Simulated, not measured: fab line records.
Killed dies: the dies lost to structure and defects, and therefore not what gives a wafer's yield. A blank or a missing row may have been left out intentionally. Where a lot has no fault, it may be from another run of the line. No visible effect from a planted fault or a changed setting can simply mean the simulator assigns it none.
fab line records	flow n5_finfet
record lots=6	wafers=16	last_day=17
route steps=1938 shown FIN_SAQP@123 PASSIVATION@1936
lots that met no fault: from a run of the same line without faults
start_h: start of the lot's first displayed wafer, in hours after the record's first day	wait_h: hours from the lot's prior step to this one	" identical to the entry in the row above	L1.1+2: one row covering several wafers at once	- no value present, or no start provided	* or withheld: withheld	< > ~ a bound
route shown NAME@n: names a module that has steps shown in the file, with the first one's number in the route	usual: mean/standard deviation taken from wafers without a fault	same: alike in all rows	chamber/n: place in a boat	sites: readings site by site	_std_site: how widely they spread, as a standard deviation	_edge_site: inner sites' mean taken away from outer sites' mean	radius_mm: how far each site lies from the wafer's centre	mask NAME#n: copy n	behind: tool/chamber where the wafer was last shaped	hold: reason for holding the lot/hours on hold/outcome of the hold	device: transistor that didn't switch, given as n, p or np	end of line: the same wafers' tests at the end of the route	where a step has no rows: the recipe by itself	killed: dies lost to structure and defects at the first sort, not the wafer's yield	map: a wafer's dies, x killed, . not, _ none there
set.NAME: the setting as run; set.NAME@STEP: as run at that earlier step	model.NAME: the simulator's own value behind a step, which no gauge read
lots at some steps of the route; a table a step, a row a wafer
services: when a tool's chamber went out of use (start_h, in hours from the record's first day, below 0 if earlier), for how many hours, and the reason
## steps
# step N5_FIN_SAQP_SRD_66
# recipe dry=ipa_marangoni	time_s=30	temp_c=23	rinse_liquid=diw
# step N5_FIN_SAQP_RECESS_75
# recipe chemistry=HF/NH3	target=SiO2	target_depth_a=144	afs_cycles=3	temp_c=30	sublimation_temp_c=180	sublimation_time_s=60
# step N5_FIN_SAQP_SPACER1_ALD_24
# recipe material=SiO2	target_thk_a=203	temp_c=300	ald_precursor_family=BDEAS	ald_co_reactant=O2-plasma	pulse_time_s=1	purge_time_s=2	co_reactant_purge_time_s=2	ald_cycles=218	pressure_torr=2
# step N5_FIN_SAQP_SPACER1_ETCHBACK_25
# recipe chemistry=CHF3/O2	mode=anisotropic_etchback	target=SiO2	target_depth_a=244	time_s=12.2	pressure_mtorr=30	source_w=650	bias_w=170	Ar_flow_sccm=200	CHF3_flow_sccm=50	O2_flow_sccm=5	ion_energy_ev=200
# usual CHF3_flow_sccm=49.98/0.15	drypump_motor_current_A=5.57/0.3	mfc_ar_sccm=200.0/0.57	oes_f_703_au=0.79/0.081	oes_o_777_au=0.79/0.084	oes_product_au=0.79/0.087	rf_vpp_V=525/16	showerhead_plenum_p_Torr=2.39/0.064	throttle_valve_pct=18.88/0.25
lot.wafer	tool	chamber	start_h	wait_h	CHF3_flow_sccm	drypump_motor_current_A	mfc_ar_sccm	oes_f_703_au	oes_o_777_au	oes_product_au	rf_hours_counter_h	rf_vpp_V	showerhead_plenum_p_Torr	throttle_valve_pct
L942.4	rie_diel-02	3	30.62	0.5	49.95	5.76	199.0	0.70	0.69	0.71	218	536	2.39	19.14
L942.5	"	1	"	"	49.84	5.27	200.4	0.79	0.81	0.81	-	543	2.37	19.38
L942.6	"	2	"	"	50.16	5.71	199.6	0.77	0.76	0.75	-	511	2.38	18.89
L946.1	rie_diel-03	0	55.14	0.4	50.08	5.10	199.7	0.74	0.73	0.73	195	532	2.50	18.77
L946.2	"	2	"	"	49.84	5.68	199.9	0.92	0.95	0.98	4	545	2.47	18.63
L946.6	"	3	"	"	49.84	5.95	199.5	0.74	0.73	0.77	-	512	2.40	18.67
L959.1	rie_diel-03	3	132.25	0.4	49.71	5.88	199.6	0.71	0.71	0.74	148	511	2.39	18.75
L959.3	"	2	"	"	49.94	5.68	199.1	0.86	0.87	0.92	29	544	2.46	18.69
L959.6	"	3	"	"	49.95	5.86	199.6	0.72	0.71	0.74	-	511	2.39	18.71
L960.2	rie_diel-06	0	137.96	0.4	50.07	6.04	199.3	0.87	0.87	0.87	21	524	2.34	18.54
L961.1	rie_diel-06	1	143.68	0.4	50.12	5.42	199.6	0.94	0.92	0.92	24	522	2.46	18.78
L961.3	"	2	"	"	50.14	5.53	200.8	0.89	0.88	0.87	65	510	2.44	18.80
L961.5	"	0	"	"	50.08	6.02	200.4	0.88	0.87	0.89	-	524	2.34	18.55
L964.1	rie_diel-02	1	161.97	0.5	49.98	5.16	200.6	0.75	0.75	0.76	126	542	2.35	19.48
L964.3	"	0	"	"	50.15	5.68	200.2	0.74	0.72	0.71	207	492	2.28	19.02
L964.4	"	3	"	"	50.14	5.75	201.0	0.93	0.92	0.97	6	537	2.37	18.80
# step N5_FIN_SAQP_MANDREL1_REMOVE_56
# recipe chemistry=HBr/Cl2/O2	bt_time_s=10	target=a-Si	stop_on=SiNx	endpoint=OES-SiCl	over_etch_frac=1	icp_w=600	bias_w=22	HBr_flow_sccm=150	Cl2_flow_sccm=80	O2_flow_sccm=5	pressure_mtorr=10
# usual drypump_motor_current_A=5.9/0.63	oes_o_777_au=0.97/0.052	oes_product_au=0.997/0.017	throttle_valve_pct=36.7/0.41
lot.wafer	tool	chamber	start_h	wait_h	drypump_motor_current_A	oes_o_777_au	oes_product_au	rf_hours_counter_h	throttle_valve_pct
L942.4	rie_si-02	3	30.71	0.1	6.2	0.91	0.977	122	36.8
L942.5	"	1	"	"	5.7	0.94	1.004	-	36.2
L942.6	"	0	"	"	4.9	0.97	0.953	-	36.6
L946.1	rie_si-03	2	55.23	0.1	5.3	0.96	1.007	143	36.5
L946.2	"	3	"	"	5.4	0.86	0.987	44	36.4
L946.6	"	3	"	"	5.4	0.86	0.997	-	36.4
L959.1	rie_si-02	1	132.33	0.1	5.7	0.94	1.004	6	36.2
L959.3	"	0	"	"	4.9	0.97	0.966	122	36.6
L959.6	"	2	"	"	6.6	1.04	0.997	-	37.0
L960.2	rie_si-02	1	138.05	0.1	5.7	0.94	1.026	6	36.2
L961.1	rie_si-02	0	143.77	0.1	4.9	0.96	0.964	122	36.6
L961.3	"	2	"	"	6.6	1.05	0.988	164	37.0
L961.5	"	0	"	"	4.9	0.97	0.964	-	36.6
L964.1	rie_si-04	1	162.06	0.1	5.2	1.02	1.005	137	36.6
L964.3	"	2	"	"	5.9	0.95	1.007	2	37.0
L964.4	"	3	"	"	5.7	0.97	1.021	191	36.9
# step N5_FIN_SAQP_CD_MEAS_27
# recipe target_cd_nm=20	landing_energy_ev=1000	detector=se_inlens	polarity=line
# usual cd_nm=20.26/0.25
lot.wafer	tool	chamber	start_h	wait_h	cd_nm
L942.4	cd_sem-02	0	30.83	0.1	20.52
L942.5	"	0	"	"	20.61
L942.6	"	0	"	"	20.00
L946.1	cd_sem-02	0	55.34	0.1	20.31
L946.2	"	0	"	"	20.09
L946.6	"	0	"	"	20.61
L959.1	cd_sem-02	0	132.44	0.1	20.21
L959.3	"	0	"	"	20.24
L959.6	"	0	"	"	20.36
L960.2	cd_sem-01	0	138.17	0.1	19.93
L961.1	cd_sem-02	0	143.88	0.1	20.03
L961.3	"	0	"	"	20.28
L961.5	"	0	"	"	20.15
L964.1	cd_sem-02	0	162.17	0.1	20.20
L964.3	"	0	"	"	20.03
L964.4	"	0	"	"	20.13
# step N5_FIN_SAQP_ETCH_57
# recipe chemistry=CH3F/O2	target=SiNx	mask_material=SiO2	target_depth_a=325	time_s=46.4	pressure_mtorr=30	source_w=395	bias_w=73	Ar_flow_sccm=150	CH3F_flow_sccm=30	O2_flow_sccm=20	ion_energy_ev=120	ends=cleared
# usual drypump_motor_current_A=5.64/0.28	etch_rf_on_time_s=46.6/1.3	mfc_ar_sccm=150.0/0.44	oes_f_703_au=0.80/0.097	oes_o_777_au=0.80/0.095	oes_product_au=0.68/0.081	rf_vpp_V=295/8.4	showerhead_plenum_p_Torr=1.98/0.058	throttle_valve_pct=16.33/0.23
lot.wafer	tool	chamber	start_h	wait_h	drypump_motor_current_A	etch_rf_on_time_s	mfc_ar_sccm	oes_f_703_au	oes_o_777_au	oes_product_au	rf_hours_counter_h	rf_vpp_V	showerhead_plenum_p_Torr	throttle_valve_pct
L942.4	rie_diel-06	3	30.87	0.0	5.93	46.4	150.0	0.75	0.74	0.63	160	285	1.91	16.48
L942.5	"	0	"	"	6.04	47.4	150.1	0.68	0.67	0.59	-	299	1.95	16.37
L942.6	"	1	"	"	5.40	48.2	149.9	0.73	0.72	0.59	-	297	2.06	16.62
L946.1	rie_diel-03	2	55.39	0.0	5.70	47.4	150.2	0.91	0.91	0.83	4	308	2.05	16.06
L946.2	"	3	"	"	5.94	46.1	150.2	0.73	0.73	0.66	122	291	1.99	16.12
L946.6	"	0	"	"	5.09	47.1	149.9	0.74	0.74	0.62	-	301	2.07	16.24
L959.1	rie_diel-02	2	132.49	0.0	5.71	45.4	150.1	0.75	0.73	0.62	195	293	1.96	16.43
L959.3	"	0	"	"	5.72	46.5	150.2	0.74	0.73	0.62	196	280	1.89	16.50
L959.6	"	2	"	"	5.71	45.2	150.2	0.73	0.72	0.62	-	290	1.96	16.44
L960.2	rie_diel-06	3	138.21	0.0	5.94	46.7	150.3	0.71	0.70	0.60	205	283	1.90	16.58
L961.1	rie_diel-03	2	144.11	0.2	5.71	46.9	149.7	0.85	0.84	0.77	33	309	2.04	16.11
L961.3	"	3	"	"	5.87	48.7	150.4	0.71	0.70	0.63	152	292	1.98	16.22
L961.5	"	2	"	"	5.71	47.6	151.4	0.84	0.85	0.77	-	309	2.04	16.12
L964.1	rie_diel-06	0	162.22	0.0	6.03	47.0	150.4	0.86	0.84	0.74	33	298	1.93	15.99
L964.3	"	1	"	"	5.40	44.9	149.7	0.94	0.92	0.77	31	297	2.04	16.20
L964.4	"	2	"	"	5.54	46.0	149.9	0.89	0.88	0.73	72	288	2.03	16.25
# step N5_FIN_SAQP_ETCH_65
# recipe chemistry=CF4	target=SiO2	target_depth_a=40	ion_energy_ev=350	time_s=4.4	pressure_mtorr=10	icp_w=800	bias_w=400	cf4_flow_sccm=80
# step N5_FIN_SAQP_MANDREL_ETCH_58
# recipe chemistry=HBr/Cl2	target=a-Si	target_depth_a=450	bt_time_s=10	stop_on=SiNx	mask_material=SiO2	over_etch_frac=0.8	time_s=27	pressure_mtorr=10	icp_w=800	bias_w=75	HBr_flow_sccm=150	Cl2_flow_sccm=80	ends=end_point
# step N5_FIN_SAQP_RECESS_63
# recipe chemistry=HF/NH3	target=SiO2	target_depth_a=180	afs_cycles=3	temp_c=30	sublimation_temp_c=180	sublimation_time_s=60
# step N5_FIN_SAQP_COAT_68
# recipe resist=SOC	temp_c=250	time_s=60	spin_rpm=1500	resist_thk_nm=100
# step N5_FIN_SAQP_ETCH_69
# recipe chemistry=N2/H2	target=SOC	target_depth_a=1500	stop_on=SiNx	ion_energy_ev=100	bias_w=61	pressure_mtorr=30	source_w=850	n2_flow_sccm=200	h2_flow_sccm=200
# usual drypump_motor_current_A=5.63/0.29	n2_flow_sccm=200.0/0.63	oes_product_au=0.79/0.091	rf_vpp_V=240.4/1.2	showerhead_plenum_p_Torr=2.52/0.073	throttle_valve_pct=17.85/0.29
lot.wafer	tool	chamber	start_h	wait_h	drypump_motor_current_A	n2_flow_sccm	oes_product_au	rf_hours_counter_h	rf_vpp_V	showerhead_plenum_p_Torr	throttle_valve_pct
L942.4	rie_diel-06	1	31.54	-	5.41	198.9	0.69	238	240.4	2.62	18.03
L942.5	"	2	"	"	5.55	199.7	0.92	-	240.7	2.61	17.91
L942.6	"	3	"	"	5.94	200.3	0.73	-	238.2	2.43	17.83
L946.1	rie_diel-02	3	56.06	-	5.74	199.7	0.70	225	240.8	2.54	18.31
L946.2	"	2	"	"	5.67	200.3	0.74	165	239.8	2.53	18.04
L946.6	"	2	"	"	5.71	200.3	0.74	-	239.4	2.53	18.01
L959.1	rie_diel-06	1	133.16	-	5.42	200.0	0.91	20	241.2	2.60	17.64
L959.3	"	2	"	"	5.54	200.1	0.86	60	239.0	2.60	17.98
L959.6	"	0	"	"	6.04	199.0	0.88	-	238.5	2.48	17.45
L960.2	rie_diel-06	2	139.24	-	5.54	199.9	0.86	63	240.8	2.60	17.98
L961.1	rie_diel-03	0	144.78	-	5.08	199.4	0.69	225	243.1	2.63	17.73
L961.3	"	3	"	"	5.92	200.5	0.72	152	240.4	2.53	17.71
L961.5	"	1	"	"	5.24	199.8	0.81	-	240.4	2.43	17.47
L964.1	rie_diel-03	2	163.21	-	5.71	199.5	0.88	39	241.5	2.57	17.45
L964.3	"	1	"	"	5.24	201.2	0.80	106	238.7	2.42	17.48
L964.4	"	0	"	"	5.13	200.1	0.69	231	241.5	2.62	17.73
# step N5_FIN_SAQP_ETCH_67
# recipe chemistry=CH3F/O2	target=SiNx	target_depth_a=300	mask_material=SOC	pressure_mtorr=30	source_w=395	bias_w=73	Ar_flow_sccm=150	CH3F_flow_sccm=30	O2_flow_sccm=20	ion_energy_ev=120
# usual drypump_motor_current_A=5.62/0.29	mfc_ar_sccm=150.0/0.43	oes_f_703_au=0.80/0.094	oes_o_777_au=0.80/0.092	oes_product_au=0.80/0.093	rf_vpp_V=295/8.6	showerhead_plenum_p_Torr=1.98/0.058	throttle_valve_pct=16.36/0.23
lot.wafer	tool	chamber	start_h	wait_h	drypump_motor_current_A	mfc_ar_sccm	oes_f_703_au	oes_o_777_au	oes_product_au	rf_hours_counter_h	rf_vpp_V	showerhead_plenum_p_Torr	throttle_valve_pct	model.etch.depth_nm
L942.4	rie_diel-06	1	31.60	0.0	5.38	150.0	0.72	0.72	0.69	238	295	2.06	16.63	29.31
L942.5	"	2	"	"	5.53	150.0	0.97	0.96	0.94	-	289	2.05	16.18	30.53
L942.6	"	3	"	"	5.94	150.2	0.75	0.74	0.74	-	284	1.91	16.50	29.84
L946.1	rie_diel-02	3	56.12	0.0	5.71	149.9	0.70	0.70	0.70	225	304	1.97	16.58	29.7
L946.2	"	2	"	"	5.67	149.3	0.76	0.75	0.74	165	290	1.97	16.40	29.67
L946.6	"	2	"	"	5.65	149.8	0.76	0.75	0.74	-	290	1.97	16.39	29.78
L959.1	rie_diel-06	1	133.22	0.0	5.40	149.4	0.95	0.94	0.93	20	297	2.04	16.21	30.35
L959.3	"	2	"	"	5.55	149.9	0.91	0.89	0.78	60	290	2.03	16.23	25.51
L959.6	"	0	"	"	6.01	149.4	0.87	0.87	0.89	-	296	1.94	15.99	28.76
L960.2	rie_diel-06	2	139.30	0.0	5.54	150.3	0.91	0.88	0.78	63	290	2.03	16.22	25.38
L961.1	rie_diel-03	0	144.84	0.0	5.09	150.3	0.72	0.72	0.70	225	302	2.06	16.32	30.41
L961.3	"	3	"	"	5.92	149.7	0.71	0.69	0.74	152	291	1.98	16.19	29.29
L961.5	"	1	"	"	5.24	150.2	0.81	0.83	0.81	-	305	1.92	16.17	29.58
L964.1	rie_diel-03	2	163.27	0.0	5.71	150.2	0.84	0.83	0.90	39	309	2.04	16.15	29.75
L964.3	"	1	"	"	5.23	150.4	0.80	0.82	0.81	106	305	1.92	16.18	29.54
L964.4	"	0	"	"	5.08	150.0	0.71	0.72	0.70	231	301	2.06	16.35	30.44
# step N5_FIN_SAQP_STRIP_70
# recipe chemistry=N2/H2	power_w=500	temp_c=40	pressure_mtorr=50	rf_frequency_hz=6e+07	overash_fraction=0.3	bias_power_w=28	h2_frac=0.5	n2_flow_sccm=300	h2_flow_sccm=300
# usual drypump_motor_current_A=5.63/0.29	n2_flow_sccm=300.0/0.99	oes_product_au=0.80/0.095	power_w=500.0/1.6	rf_vpp_V=121.6/0.95	showerhead_plenum_p_Torr=3.33/0.092	throttle_valve_pct=19.0/0.53
# same overash_fraction=0.3
lot.wafer	tool	chamber	start_h	wait_h	drypump_motor_current_A	n2_flow_sccm	oes_product_au	power_w	rf_hours_counter_h	rf_vpp_V	showerhead_plenum_p_Torr	throttle_valve_pct
L942.4	rie_diel-06	1	31.64	0.0	5.42	300.4	0.69	499.3	238	122.9	3.46	18.9
L942.5	"	2	"	"	5.55	300.5	0.94	500.4	-	121.5	3.45	19.7
L942.6	"	3	"	"	5.94	299.9	0.73	496.9	-	120.8	3.21	18.7
L946.1	rie_diel-02	3	56.16	0.0	5.77	301.6	0.71	500.7	225	121.0	3.35	19.7
L946.2	"	2	"	"	5.70	298.8	0.74	497.8	165	121.8	3.34	19.5
L946.6	"	2	"	"	5.70	299.4	0.74	500.7	-	122.0	3.34	19.5
L959.1	rie_diel-06	1	133.26	0.0	5.43	300.9	0.93	501.4	20	122.0	3.44	18.5
L959.3	"	2	"	"	5.55	300.0	0.86	498.2	60	121.3	3.43	19.8
L959.6	"	0	"	"	6.08	300.9	0.89	500.8	-	121.3	3.28	18.4
L960.2	rie_diel-06	2	139.34	0.0	5.55	301.9	0.87	499.2	63	122.2	3.43	19.8
L961.1	rie_diel-03	0	144.88	0.0	5.11	299.3	0.69	498.2	225	122.0	3.47	18.7
L961.3	"	3	"	"	5.94	300.4	0.75	498.2	152	121.1	3.35	18.9
L961.5	"	1	"	"	5.21	300.4	0.80	502.2	-	120.8	3.21	18.4
L964.1	rie_diel-03	2	163.31	0.0	5.71	300.1	0.92	498.7	39	121.0	3.39	18.4
L964.3	"	1	"	"	5.23	300.9	0.80	498.4	106	121.0	3.21	18.4
L964.4	"	0	"	"	5.10	301.4	0.69	500.6	231	123.4	3.46	18.7
# step N5_PASSIVATION_PROBE_49
# usual killed_at_M0_to_M3=34/8.9	killed_at_M4_up=13/4.6	killed_at_contacts=12/5.5	killed_at_front_end=41/11	killed_at_other=3.1/2.9	killed_dies=102/16	killed_open=66/11	killed_short=34/7.6
# same gross_dies=1180	killed_at_back_side=0
lot.wafer	tool	chamber	start_h	wait_h	killed_at_M0_to_M3	killed_at_M4_up	killed_at_contacts	killed_at_front_end	killed_at_other	killed_dies	killed_open	killed_short
L960.2	prober-02	-	384.77	0.1	30	23	8	40	9	110	72	34
# killed by level:class
L960.2 FIN_SAQP:geometric_particle:open=12 BEOL_M3:geometric_particle:open=8 BEOL_M4:geometric_particle:open=8 BEOL_M0_SAQP:geometric_particle:open=7 BEOL_M2:geometric_particle:open=7 MOL_CONTACT_COAG:geometric_particle:open=6 GATE_CUT:geometric_particle:short=5 DUMMY_GATE:geometric_particle:open=4
## services
tool	chamber	start_h	hours	kind
rie_diel-02	-	13.59	0.5	repair
rie_diel-03	2	30.85	-	clean
rie_diel-03	2	30.85	-	consumable_replace:focus_ring
rie_diel-03	2	30.85	13.2	scheduled_down
rie_diel-03	2	30.85	13.2	vent_cycle
rie_diel-06	2	33.31	9.9	repair
rie_diel-06	0	44.90	-	clean
rie_diel-06	0	44.90	-	consumable_replace:focus_ring
rie_diel-06	0	44.90	20.5	scheduled_down
rie_diel-06	0	44.90	20.5	vent_cycle
rie_diel-03	-	61.54	5.7	repair
rie_diel-06	1	65.46	-	clean
rie_diel-06	1	65.46	-	consumable_replace:focus_ring
rie_diel-06	1	65.46	16.3	scheduled_down
rie_diel-06	1	65.46	16.3	vent_cycle
rie_diel-02	0	68.45	6.2	repair
rie_diel-02	-	91.15	2.8	pm
rie_diel-06	0	91.22	16.7	repair
rie_si-03	-	109.71	0.8	repair
rie_diel-02	1	112.26	2.7	repair
rie_diel-02	3	116.22	-	clean
rie_si-02	0	122.37	3.4	repair
rie_si-03	1	134.50	7.3	repair
rie_diel-06	3	143.16	8.3	repair
## key
first_sign none at tools or gauges
model_effect step=N5_FIN_SAQP_ETCH_67	value=etch.depth_nm	without=30.16	struck=25.45
met_at N5_FIN_SAQP_ETCH_67
struck_wafers L959.3,L960.2
tester_left_out L959,L960
onset_between 31.60 133.22
earlier_fault kind=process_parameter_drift	tool=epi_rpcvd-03	chamber=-	onset_h=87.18	steps=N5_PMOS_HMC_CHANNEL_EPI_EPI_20	channel=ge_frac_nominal	offset=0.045	shape=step	end_h=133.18	stated=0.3
fault kind=process_parameter_drift	tool=rie_diel-06	chamber=2	onset_h=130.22	steps=N5_FIN_SAQP_ETCH_67	channel=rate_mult	offset=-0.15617	shape=step	end_h=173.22
# tester_left_out: of these lots the tester's yield and bins aren't shown, on N5 and GAA mostly nor the transistor test; their killed dies are dies lost to structure and defects alone, not to doping, threshold or leakage, so they don't give the yield
